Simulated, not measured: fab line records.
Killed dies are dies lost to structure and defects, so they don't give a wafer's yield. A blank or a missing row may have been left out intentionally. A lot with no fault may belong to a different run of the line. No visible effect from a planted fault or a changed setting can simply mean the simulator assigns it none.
Split-lot trial | flow n5 finfet | on a route of 1938 steps: 7 lots, 39 wafers read

== THE SPLIT ITSELF ==
At N5_FIN_SAQP_HM_DEP_72 (deposits SiO2 from SiH4/N2O, target thk 12 nm, time 7.2 s), the setting target thk a was moved away from the recipe's 120 angstrom on 15 of the 39 wafers read, by -13.5% to +8.1%. All remaining wafers had this setting at the recipe value.

== FROM THE SPLIT TO THE READING: what the file shows between them, 4 steps ==
- N5_FIN_SAQP_COAT_49: time 60 s, resist thk 100 nm
- N5_FIN_SAQP_COAT_50: time 60 s, resist thk 35 nm
- N5_FIN_SAQP_ETCH_52: etches SOC in N2/H2, target depth 100 nm, overetch 20 nm, time 150 s
- N5_FIN_SAQP_STRIP_53: strips in N2/H2

== THE READING ==
etch.depth nm (the simulator's own value, which no gauge read), in nm, at N5_FIN_SAQP_HM_OPEN_73 (chemistry CHF3/O2, target SiO2, stops on a-Si, target depth 12 nm, time 16.8 s). The file gives no usual value for it. Average 11.83 nm, standard deviation 0.14 nm, over the 24 wafers here run with the recipe.

wafer  | tool, chamber at the split | target thk a as run, angstrom | against the recipe | etch.depth nm, nm | against lot-mates on the recipe
L077.1 | pecvd-02, 0                | 125                           | +4.2%              | 12.55             | +0.60
L077.2 | pecvd-02, 1                | 125                           | +4.2%              | 12.35             | +0.40
L077.3 | pecvd-02, 0                | 120                           | recipe             | 11.95             | -
L077.4 | pecvd-02, 1                | 125                           | +4.2%              | 12.61             | +0.66
L077.5 | pecvd-02, 1                | 120                           | recipe             | 12.05             | -
L077.6 | pecvd-02, 0                | 120                           | recipe             | 11.85             | -
L078.1 | pecvd-03, 0,2              | 112.2                         | -6.5%              | 11.1              | -0.72
L078.5 | pecvd-03, 0,2              | 112.2                         | -6.5%              | 11.1              | -0.72
L078.2 | pecvd-03, 1                | 120                           | recipe             | 11.7              | -
L078.3 | pecvd-03, 2                | 112.2                         | -6.5%              | 11.17             | -0.65
L078.4 | pecvd-03, 1                | 120                           | recipe             | 11.84             | -
L078.6 | pecvd-03, 0                | 120                           | recipe             | 11.91             | -
L080.1 | pecvd-03, 0                | 120                           | recipe             | 11.61             | -
L080.2 | pecvd-03, 1                | 120                           | recipe             | 11.79             | -
L080.3 | pecvd-03, 2                | 120                           | recipe             | 11.52             | -
L080.4 | pecvd-03, 1                | 120                           | recipe             | 11.91             | -
L080.5 | pecvd-03, 2                | 120                           | recipe             | 11.76             | -
L080.6 | pecvd-03, 0                | 120                           | recipe             | 11.94             | -
L086.1 | pecvd-03, 2                | 103.8                         | -13.5%             | 10.19             | -1.74
L086.2 | pecvd-03, 1                | 103.8                         | -13.5%             | 10.18             | -1.75
L086.3 | pecvd-03, 0                | 120                           | recipe             | 11.75             | -
L086.4 | pecvd-03, 0                | 103.8                         | -13.5%             | 10.3              | -1.63
L086.5 | pecvd-03, 1                | 120                           | recipe             | 11.96             | -
L086.6 | pecvd-03, 2                | 120                           | recipe             | 12.07             | -
L091.1 | pecvd-03, 0                | 120                           | recipe             | 11.66             | -
L091.2 | pecvd-03, 1                | 127.9                         | +6.6%              | 12.14             | +0.44
L091.3 | pecvd-03, 1                | 120                           | recipe             | 11.74             | -
L091.4 | pecvd-03, 0                | 120                           | recipe             | 11.71             | -
L091.5 | pecvd-03, 1                | 127.9                         | +6.6%              | 12.42             | +0.72
L091.6 | pecvd-03, 0                | 127.9                         | +6.6%              | 12.64             | +0.94
L094.1 | pecvd-03, 2                | 120                           | recipe             | 11.7              | -
L094.2 | pecvd-03, 1                | 129.7                         | +8.1%              | 12.64             | +0.80
L094.3 | pecvd-03, 0                | 120                           | recipe             | 11.88             | -
L094.4 | pecvd-03, 0                | 129.7                         | +8.1%              | 12.87             | +1.03
L094.5 | pecvd-03, 1                | 129.7                         | +8.1%              | 12.74             | +0.90
L094.6 | pecvd-03, 2                | 120                           | recipe             | 11.93             | -
L097.1 | pecvd-01, 0                | 120                           | recipe             | 11.82             | -
L097.3 | pecvd-01, 1                | 120                           | recipe             | 11.85             | -
L097.5 | pecvd-01, 1                | 120                           | recipe             | 12.11             | -
The file does not say which wafer passed through which chamber wherever a row lists several chambers: such a row stands for several wafers.

FIT RESULTS
A straight line over all 39 wafers: etch.depth nm changes by +0.115 nm for each +1% of target thk a; r = +0.97; the points scatter about the line by 0.16 nm.
The same after taking each lot's own level away (the mean of its wafers on the recipe; 39 wafers): +0.119 nm for each +1%; r = +0.98; scatter 0.13 nm.
Per that fit: largest target thk a move, reading shift of 1.6 nm.
Measured against the standard deviation above, the lots' own levels, which go from 11.703 to 11.950 nm, span 1.7 times it.
Consequently the slope shifts little with the lot-to-lot level, the two slopes agreeing.
Check: with one of the wafers moved furthest among these (-13.5%) left out of the fit, the line predicts -1.59 nm for it against its lot-mates. It came out at -1.74 nm against them.

== THE WHOLE CHAIN: every reading that the file lists as answering this split, in the file's order ==
step                   | what it does                                                                   | reading                                                                            | change (the file's fit)               | r (the file's)
N5_FIN_SAQP_HM_DEP_72  | deposits SiO2 from SiH4/N2O, target thk 12 nm, time 7.2 s                      | SiO2_of_FIN_SAQP_HM_DEP_72.thk nm (the simulator's own value, which no gauge read) | +0.119 nm for each +1% of the setting | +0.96
N5_FIN_SAQP_HM_OPEN_73 | chemistry CHF3/O2, target SiO2, stops on a-Si, target depth 12 nm, time 16.8 s | etch.depth nm (the simulator's own value, which no gauge read)                     | +0.119 nm for each +1% of the setting | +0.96

== FILE'S OWN FIT ==
etch.depth nm changes by +0.119 nm for each +1% of target thk a, r = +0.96.
